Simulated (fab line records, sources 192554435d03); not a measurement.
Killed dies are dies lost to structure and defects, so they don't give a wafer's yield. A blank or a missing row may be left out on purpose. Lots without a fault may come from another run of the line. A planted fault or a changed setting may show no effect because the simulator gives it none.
Chamber matching | flow n5_finfet | N5_SD_EPI_N_LINER_46 on ald_sin-01: 4 sister chambers
The step material SiNx, target thk 3 nm. 4 wafers are shown with their chamber, then 8 later ones without.

WAFERS WITH THEIR CHAMBER
wafer  | chamber | heater_power_w (W)
L090.1 | 1       | 735
L093.1 | 0       | 780
L093.4 | 2       | 744
L094.1 | 3       | 904

WAFERS WITHOUT THEIR CHAMBER
wafer  | heater_power_w (W)
L094.2 | 762
L094.3 | 781
L095.1 | 785
L095.2 | 919
L095.3 | 704
L097.1 | 764
L097.3 | 736
L097.6 | 756

WHICH CHAMBER EACH WENT THROUGH
wafer  | from the rows above          | in truth
L094.2 | can't be placed: 0 or 2 or 1 | 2
L094.3 | 0                            | 0
L095.1 | 0                            | 0
L095.2 | 3                            | 3
L095.3 | can't be placed: 1 or 2      | 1
L097.1 | can't be placed: 0 or 2 or 1 | 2
L097.3 | can't be placed: 1 or 2      | 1
L097.6 | can't be placed: 2 or 1 or 0 | 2
Placed correctly: 3 of 8. Can't be placed from these rows: 5 (the true chamber is among the candidates in 5). Placed wrongly: 0.
How it was worked out, from the rows above alone: a wafer's distance from a chamber is the root of the sum, over the readings, of the square of ((its reading less the chamber's mean) divided by the reading's scatter). The wafer belongs to the nearest chamber; if the next one is less than 2 further off, it can't be placed. A chamber's mean is the mean of its shown wafers. The scatter: with one shown wafer a chamber, the root of the mean of the squares of how far each hidden wafer lies from its nearest shown one.
